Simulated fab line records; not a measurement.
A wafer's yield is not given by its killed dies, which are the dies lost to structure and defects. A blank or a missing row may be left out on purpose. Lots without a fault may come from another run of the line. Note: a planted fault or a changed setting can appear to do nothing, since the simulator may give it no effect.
fab line records	flow n5_finfet
[record] lots = 4	wafers = 11	last_day = 16
route steps=1938 shown GATE_CUT@511 MOL_CONTACT_COAG@517 BEOL_M4@1111
lots that met no fault: taken from a fault-free run of the same line
start_h: hours from the record's opening day to when the first of the lot's shown wafers began	wait_h: hours from the lot's prior step to this one	" repeats the value in the row above	L1.1+2: several wafers, shown together as one row	- either no value or no given start	* or withheld: withheld	< > ~ a bound
route shown NAME@n: NAME is a module with steps in the file, n the number in the route of the first one	usual: average and standard deviation across the fault-free wafers	same: alike in all rows	chamber/n: place in a boat	sites: readings site by site	_std_site: the standard deviation of these	_edge_site: inner sites' mean taken away from outer sites' mean	radius_mm: for every site, how far away it sits from the centre of the wafer	mask NAME#n: copy n	behind: the last tool/chamber to shape the wafer	hold: cause of the lot's hold/its duration in hours/its outcome	device: the n, p or np transistor that did not switch	end of line: tests of these same wafers at the route's end	a step without rows: its recipe alone	killed: the dies lost at the first sort to structure and to defects; this is not the yield of the wafer	map: a wafer's dies, marking killed ones x, the rest . and places with no die _
set.NAME: setting as actually run; set.NAME@STEP: the setting as run at that earlier step	model.NAME: the simulator's own value behind a step, which no gauge read
lots at some steps of the route; a table a step, a row a wafer
services: a tool's chamber out of use, with start hour (start_h, from the record's first day; less than 0 if before it), hours out, and reason
[[steps]]
[step N5_GATE_CUT_CMP_23]
[recipe] stop_on = SiO2	t_overpolish_s = 23.4	post_cmp_clean = alkaline_brush	down_force_psi = 2.5	platen_rpm = 51.8	pad_velocity_m_s = 1.0307	target_thk_nm = 16
[step N5_GATE_CUT_CMP_43]
[recipe] material = SiO2	post_cmp_clean = rinse_only
[step N5_GATE_CUT_CMP_61]
[recipe] stop_on = SiNx	t_overpolish_s = 3	post_cmp_clean = alkaline_brush	down_force_psi = 4	platen_rpm = 27.09	pad_velocity_m_s = 0.539
[step N5_MOL_CONTACT_COAG_COAT_103]
[recipe] resist = SOC	temp_c = 250	time_s = 60	spin_rpm = 1500	resist_thk_nm = 80
[step N5_MOL_CONTACT_COAG_COAT_104]
[recipe] resist = SiARC	temp_c = 220	time_s = 60	spin_rpm = 1500	resist_thk_nm = 12
[step N5_MOL_CONTACT_COAG_COAT_58]
[recipe] resist = underlayer	temp_c = 205	time_s = 60	spin_rpm = 1500	resist_thk_nm = 10
[step N5_MOL_CONTACT_COAG_COAT_02]
[recipe] resist = CAR-EUV	spin_rpm = 1500	resist_thk_nm = 30
[step N5_MOL_CONTACT_COAG_EBR_04]
[recipe] solvent = PGMEA	ebr_width_mm = 1.5
[step N5_MOL_CONTACT_COAG_SOFTBAKE_03]
[recipe] temp_c = 110	time_s = 60	resist = CAR-EUV
[step N5_MOL_CONTACT_COAG_EXPOSE_05]
[recipe] mask_id = CA	na = 0.33	source_shape = annular	sigma_inner = 0.4	sigma_outer = 0.8	polarization = unpolarized	defocus_nm = 0	dose_mj = 38.25
[usual] exposure_dose_mJ_cm2 = 38.23/0.033
[same] sigma_outer = 0.8
lot.wafer	tool	chamber	start_h	wait_h	mask	exposure_dose_mJ_cm2
L792.2	euv_scanner-02	0	113.86	-	CA#0	38.23
L792.4	"	0	"	"	CA#0	38.23
L792.5	"	0	"	"	CA#0	38.28
L797.1	euv_scanner-02	0	140.85	-	CA#0	36.92
L797.2	"	0	"	"	CA#0	36.91
L797.3	"	0	"	"	CA#0	36.94
L799.1	euv_scanner-02	0	154.86	-	CA#0	37.14
L799.4	"	0	"	"	CA#0	37.24
L799.5	"	0	"	"	CA#0	37.23
L809.1	euv_scanner-01	0	212.12	-	CA#0	38.29
L809.5	"	0	"	"	CA#0	38.28
[step N5_MOL_CONTACT_COAG_PEB_06]
[recipe] peb_temp_c = 100	peb_time_s = 60	resist = CAR-EUV
[step N5_MOL_CONTACT_COAG_DEVELOP_07]
[recipe] develop_time_s = 30	developer = TMAH	resist = CAR-EUV	rinse_liquid = surfactant_rinse	dry = air_spin	dev_temp_c = 23
[step N5_MOL_CONTACT_COAG_CD_MEAS_08]
[recipe] target_cd_nm = 28	landing_energy_ev = 500	detector = se_inlens	polarity = opening
[usual] cd_nm = 28.03/0.25
[same] landing_energy_ev = 500
lot.wafer	tool	chamber	start_h	wait_h	cd_nm
L792.2	cd_sem-02	0	113.99	-	27.88
L792.4	"	0	"	"	27.89
L792.5	"	0	"	"	27.91
L797.1	cd_sem-02	0	140.98	-	27.11
L797.2	"	0	"	"	26.94
L797.3	"	0	"	"	26.91
L799.1	cd_sem-01	0	154.99	-	27.54
L799.4	"	0	"	"	27.31
L799.5	"	0	"	"	27.50
L809.1	cd_sem-01	0	212.25	-	27.85
L809.5	"	0	"	"	28.47
[step N5_MOL_CONTACT_COAG_DESCUM_13]
[recipe] chemistry = O2	time_s = 7	source_power_w = 50	bias_power_w = 20	pressure_mtorr = 20	rf_frequency_hz = 2.712e+07	temp_c = 40	resist = CAR-EUV	o2_flow_sccm = 225
[step N5_MOL_CONTACT_COAG_ETCH_59]
[recipe] chemistry = N2/H2	target = underlayer	target_depth_a = 130	mask_material = CAR-EUV	time_s = 10.4	ion_energy_ev = 200	pressure_mtorr = 30	source_w = 840	bias_w = 150	n2_flow_sccm = 200	h2_flow_sccm = 200	ends = cleared
[usual] drypump_motor_current_A = 5.7/0.38	etch_rf_on_time_s = 10.34/0.26	oes_product_au = 0.65/0.069	rf_vpp_V = 523.5/2.4	showerhead_plenum_p_Torr = 2.53/0.079	throttle_valve_pct = 18.00/0.21
lot.wafer	tool	chamber	start_h	wait_h	drypump_motor_current_A	etch_rf_on_time_s	oes_product_au	rf_hours_counter_h	rf_vpp_V	showerhead_plenum_p_Torr	throttle_valve_pct	model.MOL_CONTACT_COAG.cd_offset_nm
L792.2	rie_diel-04	0	114.58	0.0	6.1	10.45	0.69	84	521.7	2.45	17.66	0
L792.4	"	1	"	"	5.4	9.72	0.81	-	525.2	2.59	17.84	-0.2
L792.5	"	0	"	"	6.1	10.63	0.68	-	522.5	2.45	17.65	-0.2
L797.1	rie_diel-06	3	141.37	0.0	5.9	10.62	0.59	232	521.8	2.51	18.40	-1
L797.2	"	0	"	"	6.0	10.06	0.58	261	524.5	2.58	17.99	-0.8
L797.3	"	2	"	"	5.3	10.28	0.63	195	519.6	2.42	18.07	-1.2
L799.1	rie_diel-06	2	155.19	0.0	5.3	10.30	0.63	201	521.5	2.41	18.09	-0.4
L799.4	"	2	"	"	5.3	10.34	0.62	-	522.4	2.42	18.08	-0.4
L799.5	"	3	"	"	5.9	10.71	0.58	-	522.6	2.51	18.43	-0.6
L809.1	rie_diel-04	2	212.54	0.0	6.4	10.45	0.62	196	520.7	2.43	17.89	0.2
L809.5	"	3	"	"	5.7	10.49	0.61	-	523.7	2.51	18.16	0.2
[step N5_MOL_CONTACT_COAG_ETCH_105]
[recipe] chemistry = CF4	target = SiARC	target_depth_a = 156	mask_material = CAR-EUV	time_s = 26	ion_energy_ev = 80	pressure_mtorr = 40	source_w = 545	bias_w = 36	Ar_flow_sccm = 100	cf4_flow_sccm = 100	ends = cleared
[step N5_MOL_CONTACT_COAG_ETCH_106]
[recipe] chemistry = N2/H2	target = SOC	target_depth_a = 800	overetch_a = 160	mask_material = SiARC	temp_c = 40	time_s = 120	ion_energy_ev = 200	pressure_mtorr = 30	source_w = 840	bias_w = 150	n2_flow_sccm = 200	h2_flow_sccm = 200
[step N5_MOL_CONTACT_COAG_STRIP_107]
[recipe] chemistry = N2/H2	temp_c = 40	n2_flow_sccm = 200	h2_flow_sccm = 200	rf_frequency_hz = 6e+07
[step N5_MOL_CONTACT_COAG_STRIP_108]
[recipe] chemistry = N2/H2	temp_c = 40	n2_flow_sccm = 200	h2_flow_sccm = 200	rf_frequency_hz = 6e+07
[step N5_MOL_CONTACT_COAG_CONTACT_ETCH_14]
[recipe] chemistry = C4F6/O2	target = SiO2	target_depth_a = 275	overetch_a = 85	mask_material = SOC	pressure_mtorr = 30	source_w = 370	bias_w = 185	Ar_flow_sccm = 300	C4F6_flow_sccm = 16	O2_flow_sccm = 10	time_s = 20	ion_energy_ev = 259.6
[step N5_MOL_CONTACT_COAG_STRIP_109]
[recipe] chemistry = C4F6/O2	resist = SiARC	rf_frequency_hz = 6e+07
[step N5_MOL_CONTACT_COAG_ETCH_15]
[recipe] chemistry = CH3F/O2	target = SiNx	target_depth_a = 70	mask_material = SOC	stop_on = Si:P	over_etch_frac = 0.75	ion_energy_ev = 120	pressure_mtorr = 30	source_w = 395	bias_w = 73	Ar_flow_sccm = 150	CH3F_flow_sccm = 30	O2_flow_sccm = 20
[step N5_MOL_CONTACT_COAG_ETCH_110]
[recipe] chemistry = CF4/O2	target = Si	target_depth_a = 25	time_s = 8	pressure_mtorr = 100	source_w = 200	bias_w = 12	ion_energy_ev = 60	Ar_flow_sccm = 100	cf4_flow_sccm = 100	O2_flow_sccm = 10
[usual] drypump_motor_current_A = 5.7/0.38	oes_f_703_au = 0.77/0.08	oes_product_au = 0.76/0.081	rf_vpp_V = 126.8/2.3	showerhead_plenum_p_Torr = 2.22/0.063	throttle_valve_pct = 10.94/0.27
lot.wafer	tool	chamber	start_h	wait_h	drypump_motor_current_A	oes_f_703_au	oes_product_au	rf_hours_counter_h	rf_vpp_V	showerhead_plenum_p_Torr	throttle_valve_pct	model.MOL_CONTACT_COAG.cd_offset_nm
L792.2	rie_diel-04	0	114.82	0.0	6.1	0.78	0.80	84	128.1	2.17	10.65	-0.2
L792.4	"	1	"	"	5.4	0.94	0.94	-	128.0	2.25	10.55	0
L792.5	"	0	"	"	6.1	0.77	0.81	-	127.8	2.17	10.68	-0.2
L797.1	rie_diel-06	3	141.61	0.0	5.9	0.69	0.69	232	126.8	2.19	11.38	-1.2
L797.2	"	0	"	"	5.9	0.71	0.68	261	124.7	2.26	11.05	-1
L797.3	"	2	"	"	5.3	0.76	0.75	195	124.7	2.13	11.04	-1.4
L799.1	rie_diel-06	2	155.44	0.0	5.3	0.76	0.73	201	126.9	2.13	11.05	-0.2
L799.4	"	2	"	"	5.3	0.76	0.73	-	124.7	2.13	11.04	-0.6
L799.5	"	3	"	"	5.9	0.69	0.68	-	127.4	2.19	11.42	-0.4
L809.1	rie_diel-04	2	212.78	0.0	6.4	0.70	0.71	196	128.9	2.12	10.87	0.6
L809.5	"	3	"	"	5.7	0.70	0.72	-	129.3	2.22	11.17	0.2
[step N5_MOL_CONTACT_COAG_STRIP_98]
[recipe] chemistry = N2/H2	power_w = 500	temp_c = 40	pressure_mtorr = 50	rf_frequency_hz = 6e+07	overash_fraction = 0.3	bias_power_w = 8	h2_frac = 0.5	n2_flow_sccm = 300	h2_flow_sccm = 300
[step N5_MOL_CONTACT_COAG_IMPLANT_129]
[recipe] species = Ge	energy_kev = 3	dose_cm2 = 6e+14	tilt_deg = 0	rotation_deg = 0
[step N5_MOL_CONTACT_COAG_PRECLEAN_111]
[recipe] chemistry = NF3:NH3	afs_cycles = 1	temp_c = 30	time_s = 20	sublimation_temp_c = 180	sublimation_time_s = 60	pressure_torr = 3	rf_power_w = 30
[step N5_MOL_CONTACT_COAG_TI_SIL_19]
[recipe] material = Ti	target_thk_a = 42	temp_c = 200	chamber_pressure_pa = 5	power_w = 5000	time_s = 15
[step N5_MOL_CONTACT_COAG_ALD_20]
[recipe] material = TiN	target_thk_a = 15	temp_c = 400	ald_precursor_family = TiCl4	ald_co_reactant = NH3	pulse_time_s = 1	purge_time_s = 3	co_reactant_purge_time_s = 2	co_reactant_pulse_time_s = 2	ald_cycles = 68	pressure_torr = 3
[step N5_MOL_CONTACT_COAG_SIL_ANNEAL_21]
[recipe] temp_c = 550	time_s = 60	ambient = N2
[step N5_MOL_CONTACT_COAG_PRE_CLEAN_141]
[recipe] gas = H2/He	time_s = 60	temp_c = 300
[step N5_MOL_CONTACT_COAG_SPUTTER_143]
[recipe] material = Co	target_thk_a = 25	temp_c = 25	chamber_pressure_pa = 0.2
[step N5_MOL_CONTACT_COAG_CO_FILL_22]
[recipe] material = Co	target_thk_a = 200	temp_c = 200	precursor = CCTBA/H2	pressure_torr = 30
[step N5_MOL_CONTACT_COAG_ANNEAL_113]
[recipe] temp_c = 400	time_s = 300	ambient = H2/N2
[step N5_MOL_CONTACT_COAG_PRE_CLEAN_142]
[recipe] gas = H2/He	time_s = 60	temp_c = 300
[step N5_MOL_CONTACT_COAG_SPUTTER_130]
[recipe] material = Co	target_thk_a = 475	temp_c = 25	chamber_pressure_pa = 0.5	power_w = 3000
[step N5_MOL_CONTACT_COAG_PRECLEAN_125]
[recipe] chemistry = DIW	time_s = 57.5	temp_c = 23
[step N5_BEOL_M4_RC_MEAS_101]
[usual] DIBL_N = 36.3/1.6	DIBL_P = 36.2/2.1	IOFF_N = 0.16/0.031	IOFF_P = 0.21/0.034	ION_N = 673/11	ION_P = 461/7.4	RC_DENSE_N = 18.9/0.44	RC_DENSE_P = 23.7/0.6	RC_N = 15.4/0.35	RC_P = 19.3/0.46	SS_N = 71.6/0.55	SS_P = 73.3/0.66	VT_N = 251/3.2	VT_P = -251/3.5
lot.wafer	tool	chamber	start_h	wait_h	DIBL_N[mV/V]	DIBL_P[mV/V]	IOFF_N[nA/um]	IOFF_P[nA/um]	ION_N[uA/um]	ION_P[uA/um]	RC_DENSE_N[ohm.um]	RC_DENSE_P[ohm.um]	RC_N[ohm.um]	RC_P[ohm.um]	SS_N[mV/dec]	SS_P[mV/dec]	VT_N[mV]	VT_P[mV]
L792.2	prober-02	0	185.20	0.2	34.9	34.7	0.14	0.20	666	457	18.9	24.0	15.5	19.3	71.0	72.7	253	-249
L792.4	"	0	"	"	35.7	36.1	0.14	0.22	671	463	19.0	23.8	15.4	19.3	71.3	73.4	255	-248
L792.5	"	0	"	"	34.6	34.3	0.13	0.19	663	460	19.3	23.8	15.6	19.3	70.6	73.1	254	-250
L797.1	prober-02	0	206.20	0.0	38.0	39.6	0.20	0.23	685	460	21.3	26.1	17.3	21.3	71.5	73.9	247	-251
L797.2	"	0	"	"	36.3	38.3	0.17	0.24	666	459	20.5	25.9	16.8	20.8	70.5	74.1	248	-249
L797.3	"	0	"	"	37.4	38.0	0.17	0.20	653	449	21.0	26.0	17.1	21.0	71.7	73.1	252	-256
L799.1	prober-01	0	222.25	0.0	38.7	37.6	0.19	0.22	684	459	19.4	24.4	15.8	19.9	72.0	73.6	247	-249
L799.4	"	0	"	"	36.7	35.4	0.15	0.19	667	454	19.8	25.0	16.1	20.4	71.9	73.4	250	-253
L799.5	"	0	"	"	35.9	33.3	0.15	0.17	670	457	20.2	25.4	16.3	20.7	71.2	73.1	252	-251
L809.1	prober-01	0	280.98	0.0	37.6	36.2	0.15	0.19	664	454	18.5	23.1	15.1	18.9	72.1	73.3	252	-252
L809.5	"	0	"	"	36.0	35.4	0.13	0.19	661	454	18.7	23.4	15.3	19.1	72.1	73.5	254	-254
[[services]]
tool	chamber	start_h	hours	kind
euv_scanner-01	-	90.89	0.8	repair
rie_diel-06	1	102.88	93.9	repair
euv_scanner-01	0	105.75	-	calibration
rie_diel-04	3	109.30	9.0	repair
euv_scanner-01	-	114.11	0.6	repair
euv_scanner-02	-	123.56	1.0	pm
euv_scanner-01	-	129.62	1.0	pm
euv_scanner-01	-	136.53	4.6	pm
euv_scanner-01	-	166.24	5.8	pm
euv_scanner-01	-	174.23	1.2	repair
euv_scanner-02	-	179.71	1.0	pm
euv_scanner-01	-	185.75	1.0	pm
rie_diel-06	0	198.38	-	clean
rie_diel-06	0	198.38	-	consumable_replace:focus_ring
rie_diel-06	0	198.38	20.0	scheduled_down
rie_diel-06	0	198.38	20.0	vent_cycle
rie_diel-04	0	208.52	8.1	repair
[[key]]
[first_sign] step = N5_MOL_CONTACT_COAG_EXPOSE_05	reading = exposure_dose_mJ_cm2	direction = down	sigmas = 36	usual = 38.23	struck = 37.06
[effect] step = N5_MOL_CONTACT_COAG_CD_MEAS_08	reading = cd_nm	direction = down	sigmas = 3.3	usual = 28.03	struck = 27.22	through = control_loop
[effect] step = N5_BEOL_M4_RC_MEAS_101	reading = RC_DENSE_N	direction = up	sigmas = 3.3	usual = 18.9	struck = 20.4
[effect] step = N5_BEOL_M4_RC_MEAS_101	reading = RC_N	direction = up	sigmas = 3.3	usual = 15.4	struck = 16.6
[effect] step = N5_BEOL_M4_RC_MEAS_101	reading = RC_P	direction = up	sigmas = 3	usual = 19.3	struck = 20.7	wafers_moved = 5
[effect] step = N5_BEOL_M4_RC_MEAS_101	reading = RC_DENSE_P	direction = up	sigmas = 3	usual = 23.7	struck = 25.5	wafers_moved = 5
[model_effect] step = N5_MOL_CONTACT_COAG_ETCH_59	value = MOL_CONTACT_COAG.cd_offset_nm	without = -0.03333	struck = -0.7333
[model_effect] step = N5_MOL_CONTACT_COAG_ETCH_110	value = MOL_CONTACT_COAG.cd_offset_nm	without = -0.1	struck = -0.8
met_at N5_MOL_CONTACT_COAG_EXPOSE_05
struck_wafers L797.1,L797.2,L797.3,L799.1,L799.4,L799.5
[loop_trim] step = N5_MOL_CONTACT_COAG_EXPOSE_05	setting = dose	lots = L799
onset_between 113.86 140.85
[fault] kind = process_parameter_drift	tool = euv_scanner-02	chamber = -	onset_h = 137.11	steps = N5_MOL_CONTACT_COAG_EXPOSE_05	channel = dose_mj	offset = -1.2798	shape = step	acts_in = these_recipes_only	stated = 38.25
// loop_trim: a control loop set the setting to another value than it would have without faults
